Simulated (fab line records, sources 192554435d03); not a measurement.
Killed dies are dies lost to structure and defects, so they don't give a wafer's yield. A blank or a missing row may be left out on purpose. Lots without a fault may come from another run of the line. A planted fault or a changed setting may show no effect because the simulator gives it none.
Chamber matching | flow n5_finfet | N5_BEOL_M11_VIA_ETCH_34 on rie_diel-01: 4 sister chambers
The step etches SiCOH lowk in C4F6/O2, target depth 184.5 nm, time 69.2 s. 4 wafers are shown with their chamber, then 9 later ones without.

WAFERS WITH THEIR CHAMBER
wafer  | chamber | rf_vpp_V (V)
L083.4 | 2       | 701
L088.1 | 1       | 670
L088.3 | 3       | 650
L088.5 | 0       | 691

WAFERS WITHOUT THEIR CHAMBER
wafer  | rf_vpp_V (V)
L085.1 | 673
L085.4 | 692
L085.6 | 648
L092.2 | 692
L092.4 | 649
L092.6 | 651
L094.2 | 647
L094.3 | 702
L094.5 | 700

WHICH CHAMBER EACH WENT THROUGH
wafer  | from the rows above | in truth
L085.1 | 1                   | 1
L085.4 | 0                   | 0
L085.6 | 3                   | 3
L092.2 | 0                   | 0
L092.4 | 3                   | 3
L092.6 | 3                   | 3
L094.2 | 3                   | 3
L094.3 | 2                   | 2
L094.5 | 2                   | 2
Placed correctly: 9 of 9. Can't be placed from these rows: 0. Placed wrongly: 0.
How it was worked out, from the rows above alone: a wafer's distance from a chamber is the root of the sum, over the readings, of the square of ((its reading less the chamber's mean) divided by the reading's scatter). The wafer belongs to the nearest chamber; if the next one is less than 2 further off, it can't be placed. A chamber's mean is the mean of its shown wafers. The scatter: with one shown wafer a chamber, the root of the mean of the squares of how far each hidden wafer lies from its nearest shown one.
